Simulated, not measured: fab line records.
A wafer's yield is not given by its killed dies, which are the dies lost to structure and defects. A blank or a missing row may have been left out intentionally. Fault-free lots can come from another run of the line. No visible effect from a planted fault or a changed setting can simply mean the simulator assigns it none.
A lot that was struck, set against a sound lot / flow n5_finfet / 15 steps out of a route of 1938
Sound: these wafers, L649.2, L649.3, L649.5. Struck: wafer L653.2. (L653.1, L653.3 of the same lot were not struck and are left out.) The cause comes at the end.
At each step with rows: each side's tool, then ch and its chambers, then its first start. Under that, the readings that differ: sound wafers / struck wafers / difference of the means / sigmas: that difference in standard deviations of wafers without a fault.
alike: readings whose means differ by less than 2 such deviations, and words and numbers that are the same on both sides. not compared: withheld readings, readings that some wafer has no value for, bounds like >300 that may hide the same value, and numbers for which the record gives no deviation and whose values overlap.
A row with sigmas, a row that says differs or no value, or rows on one side alone: a step with any of these is where the two part. Numbers that have no deviation but don't overlap get no sigmas and don't part them. A reading missing from all wafers of one side parts the sides only when that side holds two or more wafers.

N5_SD_ACTIVATION_RS_MEAS_03: measures by four-point-probe.
  sound: film_metro-01 at day 4 01:58; struck: film_metro-01 at day 5 01:58
  alike: RS_SD_N, RS_SD_P
N5_SD_ACTIVATION_INSPECT_02: inspects for defects (darkfield).
  sound: defect_inspect-02 at day 4 02:16; struck: defect_inspect-01 at day 5 02:17
reading=raw_defect_count; sound=162 87 157; struck=218; difference=+83; sigmas=+2
N5_ILD0_LINER_00: material SiNx, target thk 4 nm, pulse time 1 s, purge time 2 s.
  sound on ald_sin-04 ch 1,2, day 4 02:19; struck on ald_sin-04 ch 3, day 5 03:01
reading=chamber_pressure_Torr (Torr); sound=2.001 1.993 1.998; struck=2.008; difference=+0.011; sigmas=+2
  alike: heater_power_w, precursor_pulse_height_rel
then, 2 steps without rows for these wafers: N5_ILD0_FCVD_FILL_01 (material SiO2 flowable, target thk 200 nm, time 328.3 s); N5_ILD0_CURE_02 (time 1800 s).
N5_ILD0_CMP_03: polishes, stops on SiNx, t overpolish 1.9 s, target thk 197.38 nm.
  sound on cmp-02 ch 0,1,3, day 4 04:43; struck on cmp-02 ch 2, day 5 05:25
reading=time_to_endpoint_s (s); sound=69 74 71; struck=58; difference=-13; sigmas=-3
  alike: motor_current_A, overpolish_run_s
  not compared: pad_life_wafers
N5_ILD0_THK_MEAS_04:
  sound: film_metro-01 at day 4 04:58; struck: film_metro-02 at day 5 05:40
reading=thk_nm (nm); sound=198.6 199.8 197.8; struck=196.2; difference=-2.5; sigmas=-2
N5_ILD0_CMP_07: polishes SiO2 flowable, stops on poly-Si, t overpolish 1.18 s, target thk 138.88 nm.
  sound on cmp-02 ch 0,1,3, day 4 05:02; struck on cmp-02 ch 0, day 5 05:44
  alike: motor_current_A
  not compared: pad_life_wafers
N5_ILD0_THK_MEAS_08:
  sound: film_metro-01 at day 4 05:17; struck: film_metro-01 at day 5 06:00
reading=thk_nm (nm); sound=140.6 139.1 139.5; struck=136.6; difference=-3.1; sigmas=-2
then, 1 step without rows for these wafers: N5_ILD0_PRECLEAN_10 (cleans in NF3:NH3, afs cycles 5, time 20 s, sublimation time 60 s).
N5_ILD0_ALD_15: deposits SiNx, target thk 24 nm, pulse time 1 s, ald cycles 480.
  sound on ald_sin-04 ch 1,2, day 4 06:01; struck on ald_sin-01 ch 0, day 5 06:43
reading=chamber_pressure_Torr (Torr); sound=1.997 2.004 2.004; struck=2.011; difference=+0.009; sigmas=+2
  alike: heater_power_w, precursor_pulse_height_rel
N5_ILD0_CMP_12: polishes SiNx, stops on poly-Si, t overpolish 6 s, target thk 17.67 nm.
  sound on cmp-03 ch 0,1,3, day 4 08:15; struck on cmp-03 ch 2, day 5 08:55
reading=time_to_endpoint_s (s); sound=28 28 26; struck=15; difference=-12; sigmas=-4
  alike: motor_current_A, overpolish_run_s
  not compared: pad_life_wafers
N5_ILD0_THK_MEAS_13:
  sound: film_metro-01 at day 4 08:31; struck: film_metro-02 at day 5 09:13
reading=thk_nm (nm); sound=19.1 18.3 18.1; struck=14.8; difference=-3.7; sigmas=-3
-- the record jumps here: 5 days lie between the struck wafers' starts before and after (it left off in module ILD0 and takes up again in module BEOL_M4, whose first step shown is number 1111 of the route) --
N5_BEOL_M4_RC_MEAS_101:
  sound on prober-01 ch 0, day 8 22:01; struck on prober-01 ch 0, day 10 03:07
  alike: DIBL_N, DIBL_P, IOFF_N, IOFF_P, ION_N, ION_P, SS_N, SS_P, VT_N, VT_P
-- a jump in the record: the struck wafers' starts before and after are 4 days apart (it breaks off in module BEOL_M4 and resumes in module PASSIVATION, where the first step shown is number 1936 of the route) --
N5_PASSIVATION_PROBE_49:
  sound: prober-01 at day 13 06:47; struck: prober-02 at day 14 14:50
  alike: defect_limited_yield, killed_at_M0_to_M3, killed_at_M4_up, killed_at_contacts, killed_at_front_end, killed_at_other, killed_dies, killed_open, killed_short, sort_bin_4_leakage, sort_bin_5_function, sort_bin_6_memory, sort_bin_8_speed, sort_n_pass, sort_yield_pct

== WHERE THEY PART ==
At N5_SD_ACTIVATION_INSPECT_02 first; at N5_ILD0_THK_MEAS_13 last (within this record only). Later steps at which nothing parts them and some readings are alike: N5_BEOL_M4_RC_MEAS_101, N5_PASSIVATION_PROBE_49.

WHY: the cause the simulator had injected
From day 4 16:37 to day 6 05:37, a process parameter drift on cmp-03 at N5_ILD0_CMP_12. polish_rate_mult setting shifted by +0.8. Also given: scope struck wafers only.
